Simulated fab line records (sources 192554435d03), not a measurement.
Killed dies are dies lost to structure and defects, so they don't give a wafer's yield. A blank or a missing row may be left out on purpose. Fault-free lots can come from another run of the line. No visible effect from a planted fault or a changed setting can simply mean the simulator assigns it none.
The tool behind it: which one?	flow n5-finfet	69 wafers from 23 lots sampled at 6 of the route's 1938 steps

## WHAT THE GAUGES SHOWED, per wafer
N5_BEOL_M15_THK_MEAS_01.
lot	measured	on	M15_ILD_THK (nm)
L074	day 11 06:34	film-metro-01	1633 1651 1638
L076	day 11 14:51	film-metro-01	1598 1651 1629
L075	day 11 18:13	film-metro-02	1577 1604 1604
L077	day 12 14:44	film-metro-02	1622 1650 1633
L078	day 13 00:36	film-metro-01	1643 1649 1660
L079	day 13 05:40	film-metro-01	1608 1638 1632
L080	day 13 10:55	film-metro-01	1608 1636 1626
L083	day 14 01:45	film-metro-02	1620 1634 1656
L081	day 14 05:26	film-metro-01	1639 1645 1642
L084	day 14 14:43	film-metro-02	1580 1652 1616
L082	day 14 19:47	film-metro-02	1619 1601 1636
L085	day 14 20:13	film-metro-01	1624 1614 1644
L086	day 15 04:24	film-metro-02	1645 1653 1656
L087	day 15 09:39	film-metro-01	1655 1642 1662
L088	day 15 20:39	film-metro-02	1646 1630 1649
L091	day 16 02:25	film-metro-02	1630 1653 1643
L089	day 16 09:58	film-metro-01	1629 1601 1629
L093	day 16 10:15	film-metro-02	1635 1621 1657
L096	day 16 10:49	film-metro-01	1649 1655 1661
L094	day 16 14:16	film-metro-02	1593 1605 1649
L092	day 16 20:13	film-metro-02	1629 1632 1653
L095	day 17 12:16	film-metro-01	1628 1656 1658
L097	day 18 04:28	film-metro-01	1621 1625 1671

N5_BEOL_M15_CD_MEAS_28: target cd 407.6 nm.
lot	measured	on	cd-nm (nm)
L074	day 11 08:28	cd-sem-02	408.7 406.3 407.2
L076	day 11 16:48	cd-sem-01	405.5 407.2 405.8
L075	day 11 20:06	cd-sem-03	405.7 405.8 407.3
L077	day 12 16:38	cd-sem-03	406.8 405.9 408.2
L078	day 13 02:37	cd-sem-02	408.5 407.2 405.7
L079	day 13 07:35	cd-sem-03	409.9 408.0 410.6
L080	day 13 12:58	cd-sem-03	408.5 407.3 409.0
L083	day 14 03:38	cd-sem-02	406.8 407.5 405.7
L081	day 14 07:17	cd-sem-02	402.9 407.3 404.7
L084	day 14 16:39	cd-sem-02	408.3 407.0 407.7
L082	day 14 21:53	cd-sem-02	410.3 410.1 409.2
L085	day 14 22:05	cd-sem-02	411.0 408.1 409.4
L086	day 15 06:17	cd-sem-03	409.3 409.8 413.1
L087	day 15 11:47	cd-sem-03	406.2 407.4 406.4
L088	day 15 22:28	cd-sem-03	407.1 406.1 407.6
L091	day 16 04:18	cd-sem-03	408.0 409.1 407.3
L089	day 16 11:44	cd-sem-02	408.6 410.2 410.2
L093	day 16 12:13	cd-sem-01	407.6 408.2 408.0
L096	day 16 12:45	cd-sem-01	405.5 407.3 406.3
L094	day 16 16:16	cd-sem-02	407.8 406.6 406.6
L092	day 16 22:07	cd-sem-02	408.7 408.8 410.9
L095	day 17 15:02	cd-sem-02	406.4 407.0 405.1
L097	day 18 06:23	cd-sem-01	408.9 411.4 409.9

## WHICH TOOL RAN EACH LOT (tool, then ch and the chambers of the sampled wafers, then the start)
lot	N5_BEOL_M14_VIA_ETCH_16	N5_BEOL_M14_STRIP_63	N5_BEOL_M14_DESCUM_33	N5_BEOL_M15_VIA_ETCH_16
L074	rie-diel-06 ch 0,2,3, day 11 01:35	rie-diel-06 ch 0,2,3, day 11 02:47 or earlier	rie-diel-02 ch 0,1, day 11 02:47	rie-diel-04 ch 0,1,2, day 11 07:03
L076	rie-diel-02 ch 0,2, day 11 09:23	rie-diel-02 ch 0,2, day 11 10:08 or earlier	rie-diel-06 ch 0,2,3, day 11 10:08	rie-diel-03 ch 0,1,3, day 11 15:19
L075	rie-diel-01 ch 0,1,2, day 11 12:39	rie-diel-01 ch 0,1,2, day 11 13:39 or earlier	rie-diel-02 ch 0,1,3, day 11 13:39	rie-diel-05 ch 0,1,2, day 11 18:49
L077	rie-diel-01 ch 1,2, day 12 09:25	rie-diel-01 ch 1,2, day 12 10:21 or earlier	rie-diel-02 ch 0,1,3, day 12 10:21	rie-diel-05 ch 0,1, day 12 15:21
L078	rie-diel-01 ch 0,2, day 12 20:11	rie-diel-01 ch 0,2, day 12 21:07 or earlier	rie-diel-02 ch 0,1, day 12 21:07	rie-diel-05 ch 0,1, day 13 01:12
L079	rie-diel-02 ch 0,3, day 13 01:55	rie-diel-02 ch 0,3, day 13 02:41 or earlier	rie-diel-01 ch 0,3, day 13 02:41	rie-diel-05 ch 1,2,3, day 13 06:16
L080	rie-diel-01 ch 1,2,3, day 13 05:02	rie-diel-01 ch 1,2,3, day 13 05:49 or earlier	rie-diel-01 ch 0,1,2, day 13 05:49	rie-diel-04 ch 0,2,3, day 13 11:31
L083	rie-diel-06 ch 0,3, day 13 21:52	rie-diel-06 ch 0,3, day 13 22:46 or earlier	rie-diel-02 ch 1,3, day 13 22:46	rie-diel-05 ch 2,3, day 14 02:14
L081	rie-diel-01 ch 0,1,2, day 14 01:19	rie-diel-01 ch 0,1,2, day 14 02:04 or earlier	rie-diel-01 ch 0,2, day 14 02:04	rie-diel-05 ch 2,3, day 14 05:54
L084	rie-diel-01 ch 2,3, day 14 06:37	rie-diel-01 ch 2,3, day 14 07:28 or earlier	rie-diel-06 ch 1,2,3, day 14 07:28	rie-diel-03 ch 2,3, day 14 15:19
L082	rie-diel-02 ch 1,2,3, day 14 15:55	rie-diel-02 ch 1,2,3, day 14 16:49 or earlier	rie-diel-02 ch 0,2, day 14 16:49	rie-diel-04 ch 1,3, day 14 20:23
L085	rie-diel-02 ch 2,3, day 14 16:16	rie-diel-02 ch 2,3, day 14 17:08 or earlier	rie-diel-06 ch 0,2, day 14 17:08	rie-diel-04 ch 1,2,3, day 14 20:47
L086	rie-diel-02 ch 0,2,3, day 15 00:13	rie-diel-02 ch 0,2,3, day 15 00:55 or earlier	rie-diel-06 ch 0,2,3, day 15 00:55	rie-diel-04 ch 0,1,2, day 15 04:53
L087	rie-diel-06 ch 1,2,3, day 15 04:19	rie-diel-06 ch 1,2,3, day 15 05:13 or earlier	rie-diel-06 ch 0,1,2, day 15 05:13	rie-diel-05 ch 0,1,3, day 15 10:15
L088	rie-diel-06 ch 0,2,3, day 15 14:34	rie-diel-06 ch 0,2,3, day 15 15:44 or earlier	rie-diel-01 ch 0,1,3, day 15 15:44	rie-diel-05 ch 2,3, day 15 21:08
L091	rie-diel-06 ch 0,3, day 15 22:43	rie-diel-06 ch 0,3, day 15 23:29 or earlier	rie-diel-06 ch 2,3, day 15 23:29	rie-diel-05 ch 0,1,2, day 16 02:53
L089	rie-diel-01 ch 1,3, day 16 03:14	rie-diel-01 ch 1,3, day 16 04:25 or earlier	rie-diel-01 ch 0,3, day 16 04:25	rie-diel-03 ch 0,2,3, day 16 10:27
L093	rie-diel-01 ch 0,1,3, day 16 03:58	rie-diel-01 ch 0,1,3, day 16 05:13 or earlier	rie-diel-01 ch 1,3, day 16 05:13	rie-diel-04 ch 0,1,3, day 16 10:52
L096	rie-diel-02 ch 0,1,2, day 16 05:43	rie-diel-02 ch 0,1,2, day 16 06:38 or earlier	rie-diel-06 ch 0,1, day 16 06:38	rie-diel-04 ch 1,2, day 16 11:26
L094	rie-diel-01 ch 0,1,3, day 16 08:09	rie-diel-01 ch 0,1,3, day 16 09:02 or earlier	rie-diel-02 ch 0,2,3, day 16 09:02	rie-diel-04 ch 0,1, day 16 14:52
L092	rie-diel-01 ch 1,3, day 16 09:36	rie-diel-01 ch 1,3, day 16 10:22 or earlier	rie-diel-02 ch 1,3, day 16 10:22	rie-diel-05 ch 0,2, day 16 20:41
L095	rie-diel-02 ch 0,3, day 17 08:26	rie-diel-02 ch 0,3, day 17 09:19 or earlier	rie-diel-01 ch 1,2,3, day 17 09:19	rie-diel-05 ch 1,2, day 17 12:44
L097	rie-diel-02 ch 0,1,3, day 17 22:34	rie-diel-02 ch 0,1,3, day 17 23:27 or earlier	rie-diel-01 ch 1,2,3, day 17 23:27	rie-diel-03 ch 0,1,2, day 18 04:58
- N5_BEOL_M14_VIA_ETCH_16: etches SiO2 in C4F8/O2/Ar, target depth 1231.3 nm.
- N5_BEOL_M14_STRIP_63: strips in O2.
- N5_BEOL_M14_DESCUM_33: chemistry O2, time 7.9 s.
- N5_BEOL_M15_VIA_ETCH_16: etches SiO2 in C4F8/O2/Ar, target depth 1792.2 nm.

## AS READ BY THE TOOLS THEMSELVES (means over the sampled wafers that have a number; for cases with no such wafer, the mark the record gives instead)
N5_BEOL_M14_VIA_ETCH_16.
lot	tool	drypump-motor-current-A (A)	mfc-ar-sccm (sccm)	oes-product-au (a.u.)	rf-vpp-V (V)	showerhead-plenum-p-Torr (Torr)	throttle-valve-pct (%)
L074	rie-diel-06	5.3	398.9	0.72	2227	3.51	31.03
L076	rie-diel-02	5.3	401.3	0.73	2225	3.58	30.84
L075	rie-diel-01	5.5	400.6	0.74	2191	3.47	30.77
L077	rie-diel-01	5.2	399.9	0.65	2224	3.42	30.98
L078	rie-diel-01	5.1	398.9	0.71	2217	3.45	30.88
L079	rie-diel-02	5.7	399.1	0.68	2206	3.47	30.89
L080	rie-diel-01	5.4	400.5	0.73	2216	3.41	30.83
L083	rie-diel-06	5.3	398.6	0.70	2227	3.50	31.18
L081	rie-diel-01	5.5	398.0	0.71	2191	3.46	30.79
L084	rie-diel-01	4.9	399.2	0.69	2245	3.40	30.94
L082	rie-diel-02	5.7	400.3	0.69	2233	3.48	30.93
L085	rie-diel-02	5.7	399.8	0.71	2218	3.44	30.90
L086	rie-diel-02	5.5	401.0	0.74	2220	3.50	30.84
L087	rie-diel-06	5.4	400.6	0.76	2231	3.48	30.80
L088	rie-diel-06	5.3	401.5	0.68	2226	3.49	31.07
L091	rie-diel-06	5.3	400.4	0.68	2227	3.48	31.19
L089	rie-diel-01	5.8	399.0	0.71	2187	3.41	30.74
L093	rie-diel-01	5.6	398.8	0.75	2181	3.45	30.63
L096	rie-diel-02	5.4	399.9	0.82	2236	3.54	30.77
L094	rie-diel-01	5.6	399.4	0.75	2181	3.44	30.64
L092	rie-diel-01	5.8	400.4	0.71	2187	3.41	30.75
L095	rie-diel-02	5.5	400.3	0.69	2207	3.52	30.88
L097	rie-diel-02	5.6	399.6	0.72	2219	3.49	30.83

N5_BEOL_M14_STRIP_63.
lot	tool	drypump-motor-current-A (A)	oes-product-au (a.u.)	rf-vpp-V (V)	showerhead-plenum-p-Torr (Torr)	throttle-valve-pct (%)
L074	rie-diel-06	5.3	0.79	3.7	2.13	16.67
L076	rie-diel-02	5.3	0.80	3.3	2.21	16.78
L075	rie-diel-01	5.5	0.83	3.3	2.10	16.45
L077	rie-diel-01	5.2	0.71	2.7	2.07	16.71
L078	rie-diel-01	5.1	0.79	3.8	2.08	16.54
L079	rie-diel-02	5.6	0.76	3.6	2.13	16.83
L080	rie-diel-01	5.4	0.80	4.2	2.07	16.53
L083	rie-diel-06	5.3	0.77	3.7	2.12	16.83
L081	rie-diel-01	5.5	0.79	3.9	2.09	16.51
L084	rie-diel-01	4.9	0.77	3.4	2.05	16.59
L082	rie-diel-02	5.7	0.76	3.6	2.14	16.84
L085	rie-diel-02	5.7	0.79	4.0	2.11	16.79
L086	rie-diel-02	5.5	0.82	3.2	2.15	16.74
L087	rie-diel-06	5.4	0.84	3.5	2.12	16.53
L088	rie-diel-06	5.2	0.75	4.2	2.11	16.76
L091	rie-diel-06	5.3	0.76	3.5	2.12	16.87
L089	rie-diel-01	5.8	0.79	2.8	2.08	16.53
L093	rie-diel-01	5.6	0.84	3.6	2.09	16.37
L096	rie-diel-02	5.4	0.90	3.7	2.18	16.62
L094	rie-diel-01	5.6	0.85	2.5	2.09	16.39
L092	rie-diel-01	5.8	0.79	3.8	2.07	16.54
L095	rie-diel-02	5.4	0.76	4.3	2.16	16.84
L097	rie-diel-02	5.6	0.80	4.3	2.14	16.78

N5_BEOL_M14_DESCUM_33.
lot	tool	drypump-motor-current-A (A)	oes-product-au (a.u.)	rf-vpp-V (V)	showerhead-plenum-p-Torr (Torr)	throttle-valve-pct (%)
L074	rie-diel-02	5.5	0.75	244.4	2.19	20.62
L076	rie-diel-06	5.3	0.78	243.7	2.12	20.42
L075	rie-diel-02	5.6	0.75	244.2	2.16	20.59
L077	rie-diel-02	5.6	0.75	243.2	2.15	20.60
L078	rie-diel-02	5.5	0.73	244.8	2.18	20.66
L079	rie-diel-01	5.5	0.95	244.7	2.11	19.89
L080	rie-diel-01	5.5	0.81	244.0	2.09	20.22
L083	rie-diel-02	5.8	0.70	243.6	2.11	20.67
L081	rie-diel-01	5.3	0.86	243.9	2.10	20.05
L084	rie-diel-06	5.4	0.74	243.5	2.12	20.40
L082	rie-diel-02	5.3	0.87	243.8	2.19	20.45
L085	rie-diel-06	5.1	0.72	243.4	2.16	20.54
L086	rie-diel-06	5.2	0.75	244.1	2.11	20.47
L087	rie-diel-06	5.2	0.80	244.8	2.16	20.35
L088	rie-diel-01	5.6	0.86	243.1	2.09	20.09
L091	rie-diel-06	5.4	0.78	243.0	2.06	20.42
L089	rie-diel-01	5.5	0.90	242.8	2.10	19.92
L093	rie-diel-01	5.8	0.79	243.7	2.07	20.29
L096	rie-diel-06	5.3	0.79	244.8	2.16	20.51
L094	rie-diel-02	5.5	0.81	243.1	2.14	20.53
L092	rie-diel-02	5.8	0.79	242.9	2.10	20.55
L095	rie-diel-01	5.4	0.85	243.1	2.05	20.17
L097	rie-diel-01	5.4	0.83	242.8	2.05	20.18

N5_BEOL_M15_VIA_ETCH_16.
lot	tool	drypump-motor-current-A (A)	mfc-ar-sccm (sccm)	oes-product-au (a.u.)	rf-vpp-V (V)	showerhead-plenum-p-Torr (Torr)	throttle-valve-pct (%)
L074	rie-diel-04	5.5	400.3	0.66	2180	3.38	31.22
L076	rie-diel-03	5.6	399.1	0.73	2218	3.48	30.70
L075	rie-diel-05	6.2	400.1	0.65	2216	3.36	30.94
L077	rie-diel-05	6.1	399.3	0.63	2229	3.31	30.99
L078	rie-diel-05	6.2	400.3	0.63	2229	3.31	30.98
L079	rie-diel-05	6.1	399.3	0.65	2235	3.45	30.96
L080	rie-diel-04	5.7	400.0	0.78	2205	3.42	30.84
L083	rie-diel-05	6.2	400.8	0.63	2283	3.49	30.98
L081	rie-diel-05	6.2	401.1	0.64	2249	3.45	30.90
L084	rie-diel-03	5.8	400.8	0.82	2235	3.61	30.64
L082	rie-diel-04	5.7	399.4	0.75	2238	3.56	30.82
L085	rie-diel-04	5.7	398.9	0.78	2215	3.49	30.98
L086	rie-diel-04	5.5	399.7	0.73	2178	3.37	31.14
L087	rie-diel-05	6.1	399.3	0.72	2261	3.52	30.95
L088	rie-diel-05	6.2	401.0	0.62	2282	3.48	31.00
L091	rie-diel-05	6.1	401.0	0.71	2228	3.48	30.85
L089	rie-diel-03	5.8	399.1	0.75	2222	3.57	30.70
L093	rie-diel-04	5.4	400.2	0.69	2200	3.43	31.00
L096	rie-diel-04	5.8	400.1	0.79	2192	3.41	31.15
L094	rie-diel-04	5.2	398.8	0.64	2164	3.32	31.18
L092	rie-diel-05	6.3	399.7	0.71	2241	3.49	30.79
L095	rie-diel-05	6.0	400.0	0.63	2188	3.38	30.99
L097	rie-diel-03	5.6	399.1	0.72	2193	3.51	30.76

## THE ANSWER, worked out from the rows above alone
Rule: usual is defined by the lots themselves. Put in order of their means at a reading, lots are off if they are a third of the lots or fewer, leave a main group of 4 or more, and stand apart from it by a gap of 3 or more times the standard deviation of the main group's means; of several such gaps the widest counts. If all means in a main group match to the digits the tables above print for the reading, that group is not used. A lot without any number at a reading at which 4 lots or more have one is off too. All remaining lots with rows at the step are treated as sound. After the gauges, taken in route order, come the tools' own readings; for these a lot's mean is taken, as printed above. At the first step where some lot is off, the reading lying furthest off is the one used; lots without a number count as furthest.
No lot is off on any of the readings shown, so nothing can be concluded from this.

## WHAT THE SIMULATOR HAD INSERTED
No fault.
